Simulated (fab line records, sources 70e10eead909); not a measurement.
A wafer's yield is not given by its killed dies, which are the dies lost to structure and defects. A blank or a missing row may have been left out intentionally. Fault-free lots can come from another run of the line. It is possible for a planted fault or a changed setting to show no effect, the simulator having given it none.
Which tool was responsible?    flow nand_harc    15 lots, 45 wafers sampled, at 4 steps of a route of 1302

## WHAT THE GAUGES READ, wafer by wafer
The record lacks any reading of a measuring or inspecting step that a usual standard deviation could be used to judge.

## EACH LOT AND THE TOOL THAT RAN IT (in order: tool; ch and the chambers of the sampled wafers; start)
lot   NHARC_A_CONTACT_ETCH_102            NHARC_A_CONTACT_DEVELOP_68         NHARC_A_CONTACT_ETCH_75             NHARC_A_CONTACT_ETCH_76
L616  rie_diel-03 ch 2,3, day 22 14:17    litho_track-06 ch 0, day 22 18:00  rie_diel-03 ch 2,3, day 22 19:46    rie_diel-03 ch 0,1,3, no start
L613  rie_diel-03 ch 1,2,3, day 22 17:10  litho_track-04 ch 0, day 22 22:00  rie_diel-03 ch 0,1,3, day 22 22:52  rie_diel-03 ch 0,1,3, no start
L614  rie_diel-02 ch 0,1, day 22 21:04    litho_track-01 ch 0, day 23 01:00  rie_diel-03 ch 1,2,3, day 23 02:02  rie_diel-03 ch 0,2,3, no start
L617  rie_diel-02 ch 0,1,3, day 23 16:25  litho_track-04 ch 0, day 23 21:00  rie_diel-03 ch 0,3, day 23 21:44    rie_diel-03 ch 1,2,3, no start
L620  rie_diel-03 ch 0,1,2, day 24 04:58  litho_track-06 ch 0, day 24 14:00  rie_diel-10 ch 1,2, day 24 14:29    rie_diel-10 ch 0,1,3, no start
L621  rie_diel-02 ch 1,2,3, day 25 13:42  litho_track-01 ch 0, day 25 18:00  rie_diel-02 ch 1,2,3, day 25 18:38  rie_diel-02 ch 0,1,3, no start
L624  rie_diel-03 ch 1,2,3, day 26 10:21  litho_track-04 ch 0, day 26 17:00  rie_diel-02 ch 0,1,2, day 26 17:52  rie_diel-02 ch 0,2,3, no start
L627  rie_diel-10 ch 0,1,3, day 27 17:56  litho_track-06, day 28 01:00       rie_diel-03 ch 0,3, day 28 06:53    rie_diel-03 ch 2,3, no start
L629  rie_diel-10 ch 2,3, day 29 04:35    litho_track-06, day 29 12:00       rie_diel-02 ch 1,3, day 29 14:11    rie_diel-02 ch 1,2, no start
L631  rie_diel-03 ch 1,2,3, day 29 13:07  litho_track-04, day 29 19:00       rie_diel-03 ch 0,1,2, day 29 22:12  rie_diel-03 ch 0,1,3, no start
L632  rie_diel-03 ch 0,1,3, day 29 19:31  litho_track-04 ch 0, day 29 23:00  rie_diel-02 ch 0,1,2, day 30 00:16  rie_diel-02 ch 0,1,3, no start
L633  rie_diel-03 ch 0,3, day 29 21:36    litho_track-01 ch 0, day 30 02:00  rie_diel-03 ch 0,2, day 30 02:25    rie_diel-03 ch 0,1, no start
L634  rie_diel-03 ch 0,1, day 30 23:47    litho_track-01 ch 0, day 31 04:00  rie_diel-02 ch 0,1,2, day 31 04:32  rie_diel-02 ch 1,3, no start
L636  rie_diel-03 ch 0,1,2, day 31 03:40  litho_track-06 ch 0, day 31 09:00  rie_diel-03 ch 1,2,3, day 31 09:46  rie_diel-03 ch 1,2,3, no start
L635  rie_diel-10 ch 0,2, day 31 15:49    litho_track-01 ch 0, day 32 03:00  rie_diel-10 ch 1,2,3, day 32 03:59  rie_diel-10 ch 0,1,3, no start
- NHARC_A_CONTACT_ETCH_102: etches the open film in CF4/O2, target depth 100 nm, overetch 10 nm, time 55 s.
- NHARC_A_CONTACT_DEVELOP_68: develop time 35 s.
- NHARC_A_CONTACT_ETCH_75: etches the open film in CF4, target depth 39 nm, time 65 s.
- NHARC_A_CONTACT_ETCH_76: etches the open film in N2/H2, target depth 260 nm, time 475.3 s.

## AS READ BY THE TOOLS THEMSELVES (means over the sampled wafers that have a number; for cases with no such wafer, the mark the record gives instead)
NHARC_A_CONTACT_ETCH_102. Usual: drypump_motor_current_A 5.7 A, standard deviation 0.43; oes_product_au 0.997 a.u., standard deviation 0.0099; rf_vpp_V 197.9 V, standard deviation 1.5; showerhead_plenum_p_Torr 1.34 Torr, standard deviation 0.061; throttle_valve_pct 13.398 %, standard deviation 0.0086.
lot   tool         drypump_motor_current_A (A)  oes_product_au (a.u.)  rf_vpp_V (V)  showerhead_plenum_p_Torr (Torr)  throttle_valve_pct (%)  flag
L616  rie_diel-03  6.1                          0.996                  199.1         1.38                             13.398                  
L613  rie_diel-03  6.1                          0.997                  198.7         1.35                             13.407                  
L614  rie_diel-02  5.2                          1.006                  198.9         1.38                             13.402                  
L617  rie_diel-02  5.2                          0.997                  198.2         1.40                             13.392                  
L620  rie_diel-03  6.0                          1.000                  197.4         1.31                             13.401                  
L621  rie_diel-02  5.5                          0.991                  198.8         1.38                             13.403                  
L624  rie_diel-03  6.1                          1.000                  199.1         1.35                             13.386                  
L627  rie_diel-10  5.6                          0.990                  197.8         1.37                             13.404                  
L629  rie_diel-10  4.9                          1.003                  196.2         1.27                             13.400                  
L631  rie_diel-03  6.1                          1.000                  197.2         1.34                             13.389                  
L632  rie_diel-03  5.9                          0.988                  197.3         1.31                             13.398                  
L633  rie_diel-03  5.8                          0.991                  198.3         1.35                             13.404                  
L634  rie_diel-03  5.9                          1.004                  196.1         1.27                             13.400                  
L636  rie_diel-03  6.0                          1.003                  196.7         1.30                             13.395                  
L635  rie_diel-10  5.6                          0.999                  198.4         1.36                             13.398                  

NHARC_A_CONTACT_DEVELOP_68. Usual: chill_plate_temp_C reads 22.97 C (standard deviation 0.097).
lot   tool            chill_plate_temp_C (C)  flag
L616  litho_track-06  22.96                   
L613  litho_track-04  22.91                   
L614  litho_track-01  22.98                   
L617  litho_track-04  22.95                   
L620  litho_track-06  22.94                   
L621  litho_track-01  23.02                   
L624  litho_track-04  22.87                   
L627  litho_track-06  -                       OFF
L629  litho_track-06  -                       OFF
L631  litho_track-04  -                       OFF
L632  litho_track-04  22.96                   
L633  litho_track-01  22.96                   
L634  litho_track-01  23.03                   
L636  litho_track-06  22.99                   
L635  litho_track-01  22.99                   

NHARC_A_CONTACT_ETCH_75. Usual: drypump_motor_current_A 5.7 A, standard deviation 0.44; oes_product_au 0.997 a.u., standard deviation 0.012; rf_vpp_V 151.4 V, standard deviation 1.3; showerhead_plenum_p_Torr 1.78 Torr, standard deviation 0.077; throttle_valve_pct 13.284 %, standard deviation 0.009.
lot   tool         drypump_motor_current_A (A)  oes_product_au (a.u.)  rf_vpp_V (V)  showerhead_plenum_p_Torr (Torr)  throttle_valve_pct (%)  flag
L616  rie_diel-03  6.0                          0.992                  151.8         1.84                             13.282                  
L613  rie_diel-03  5.8                          0.997                  151.2         1.75                             13.286                  
L614  rie_diel-03  6.1                          0.996                  151.8         1.79                             13.286                  
L617  rie_diel-03  5.8                          0.987                  151.7         1.79                             13.280                  
L620  rie_diel-10  5.5                          1.017                  150.1         1.66                             13.279                  
L621  rie_diel-02  5.5                          0.991                  152.6         1.82                             13.287                  
L624  rie_diel-02  5.5                          0.999                  152.1         1.80                             13.286                  
L627  rie_diel-03  5.7                          0.985                  151.4         1.74                             13.285                  
L629  rie_diel-02  5.2                          0.993                  153.0         1.85                             13.286                  
L631  rie_diel-03  6.0                          0.996                  150.8         1.72                             13.288                  
L632  rie_diel-02  5.5                          0.998                  151.5         1.79                             13.289                  
L633  rie_diel-03  6.0                          1.003                  150.8         1.76                             13.283                  
L634  rie_diel-02  5.5                          1.007                  151.4         1.78                             13.290                  
L636  rie_diel-03  6.1                          0.997                  151.5         1.78                             13.287                  
L635  rie_diel-10  5.2                          0.994                  150.6         1.75                             13.284                  

NHARC_A_CONTACT_ETCH_76. Usual: drypump_motor_current_A 5.7 A, standard deviation 0.43; oes_product_au 0.998 a.u., standard deviation 0.0097; rf_vpp_V 431.2 V, standard deviation 2.9; showerhead_plenum_p_Torr 2.06 Torr, standard deviation 0.097; throttle_valve_pct 14.171 %, standard deviation 0.01.
lot   tool         drypump_motor_current_A (A)  oes_product_au (a.u.)  rf_vpp_V (V)  showerhead_plenum_p_Torr (Torr)  throttle_valve_pct (%)  flag
L616  rie_diel-03  5.9                          0.991                  430.1         2.01                             14.173                  
L613  rie_diel-03  5.9                          0.997                  429.7         2.01                             14.160                  
L614  rie_diel-03  5.9                          0.994                  430.9         2.06                             14.168                  
L617  rie_diel-03  6.1                          1.001                  432.3         2.06                             14.162                  
L620  rie_diel-10  5.6                          1.005                  430.4         2.00                             14.179                  
L621  rie_diel-02  5.3                          0.999                  433.5         2.13                             14.169                  
L624  rie_diel-02  5.5                          0.998                  431.6         2.08                             14.174                  
L627  rie_diel-03  6.0                          0.990                  432.6         2.12                             14.183                  
L629  rie_diel-02  5.7                          1.008                  430.6         2.04                             14.172                  
L631  rie_diel-03  5.9                          0.998                  430.2         2.00                             14.173                  
L632  rie_diel-02  5.2                          0.999                  432.2         2.12                             14.177                  
L633  rie_diel-03  6.0                          1.004                  427.3         1.93                             14.168                  
L634  rie_diel-02  5.2                          0.991                  433.6         2.14                             14.172                  
L636  rie_diel-03  6.1                          1.000                  430.2         2.05                             14.171                  
L635  rie_diel-10  5.7                          0.994                  431.7         2.10                             14.175                  

## THE ANSWER, worked out from the rows above alone
Rule: a lot is off if the mean of its wafers that have a number lies more than 3 standard deviations from the usual mean. Also off: a lot with no number at a reading for which 4 or more lots have one. Any other lot the step has rows for is counted as sound. After the gauges, taken in route order, come the tools' own readings; for these a lot's mean is taken, as printed above. The first step at which some lot is off is used, and at that step the reading that is off furthest; a lot without a number counts as furthest.
Off at NHARC_A_CONTACT_DEVELOP_68 (chill_plate_temp_C): L627, L629, L631. Without a number there: L627, L629, L631.
A tool fits if, at that step or a process step before it, it ran every lot that is off, and no sound lot after the first of them. None of those tried fits.

## WHAT HAD BEEN PUT IN BY THE SIMULATOR
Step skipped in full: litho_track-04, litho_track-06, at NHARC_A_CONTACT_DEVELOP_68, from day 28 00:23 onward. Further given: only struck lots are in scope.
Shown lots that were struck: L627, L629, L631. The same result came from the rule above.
